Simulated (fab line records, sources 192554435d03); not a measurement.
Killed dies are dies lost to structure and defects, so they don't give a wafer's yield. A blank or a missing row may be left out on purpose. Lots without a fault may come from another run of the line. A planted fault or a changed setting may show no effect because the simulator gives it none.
Chamber matching | flow n5_finfet | N5_BEOL_M3_ILD_DEP_00 on pecvd-02: 3 sister chambers
The step deposits SiOC from DEMS/O2, target thk 79 nm, time 15.3 s. 3 wafers are shown with their chamber, then 7 later ones without.

WAFERS WITH THEIR CHAMBER
wafer  | chamber | throttle_valve_pct (%)
L758.1 | 1       | 12.7
L758.4 | 2       | 11.3
L760.4 | 0       | 12.6

WAFERS WITHOUT THEIR CHAMBER
wafer  | throttle_valve_pct (%)
L760.5 | 12.9
L761.2 | 11.6
L761.3 | 12.8
L761.5 | 11.3
L762.2 | 12.6
L762.5 | 12.5
L762.6 | 12.7

WHICH CHAMBER EACH WENT THROUGH
wafer  | from the rows above     | in truth
L760.5 | can't be placed: 1 or 0 | 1
L761.2 | 2                       | 2
L761.3 | can't be placed: 1 or 0 | 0
L761.5 | 2                       | 2
L762.2 | can't be placed: 0 or 1 | 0
L762.5 | can't be placed: 0 or 1 | 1
L762.6 | can't be placed: 1 or 0 | 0
Placed correctly: 2 of 7. Can't be placed from these rows: 5 (the true chamber is among the candidates in 5). Placed wrongly: 0.
How it was worked out, from the rows above alone: a wafer's distance from a chamber is the root of the sum, over the readings, of the square of ((its reading less the chamber's mean) divided by the reading's scatter). The wafer belongs to the nearest chamber; if the next one is less than 2 further off, it can't be placed. A chamber's mean is the mean of its shown wafers. The scatter: with one shown wafer a chamber, the root of the mean of the squares of how far each hidden wafer lies from its nearest shown one.
